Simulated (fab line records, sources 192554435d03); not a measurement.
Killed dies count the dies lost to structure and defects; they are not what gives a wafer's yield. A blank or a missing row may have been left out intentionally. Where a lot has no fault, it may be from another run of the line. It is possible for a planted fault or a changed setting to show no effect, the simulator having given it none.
Matching of chambers | flow n5_finfet | N5_ILD0_CMP_03 on cmp-02 has 4 sister chambers
The step polishes, stops on SiNx, t overpolish 1.9 s, target thk 197.38 nm. 4 wafers are shown with their chamber, then 8 later ones without.

## WAFERS, EACH WITH ITS CHAMBER
wafer  | chamber | motor_current_A (A)
L090.1 | 2       | 14.1
L090.2 | 0       | 12.2
L090.3 | 1       | 13.5
L091.3 | 3       | 11.1

## WAFERS MISSING THEIR CHAMBER
wafer  | motor_current_A (A)
L091.4 | 13.7
L091.6 | 10.6
L095.1 | 12.4
L095.2 | 13.6
L095.3 | 13.9
L097.1 | 10.7
L097.3 | 14.1
L097.6 | 13.9

## THE CHAMBER EACH PASSED THROUGH
wafer  | from the rows above     | in truth
L091.4 | can't be placed: 1 or 2 | 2
L091.6 | 3                       | 3
L095.1 | 0                       | 0
L095.2 | can't be placed: 1 or 2 | 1
L095.3 | can't be placed: 2 or 1 | 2
L097.1 | 3                       | 3
L097.3 | 2                       | 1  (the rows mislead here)
L097.6 | can't be placed: 2 or 1 | 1
Correct placement for 3 of the 8. Unplaceable from these rows: 4, with the true chamber sitting among the candidates in 4. Number placed wrongly: 1.
How it was worked out, from the rows above alone: a wafer's distance from a chamber is the root of the sum, over the readings, of the square of ((its reading less the chamber's mean) divided by the reading's scatter). The wafer belongs to the nearest chamber; if the next one is less than 2 further off, it can't be placed. A chamber's mean is the mean of its shown wafers. The scatter: with one shown wafer a chamber, the root of the mean of the squares of how far each hidden wafer lies from its nearest shown one.
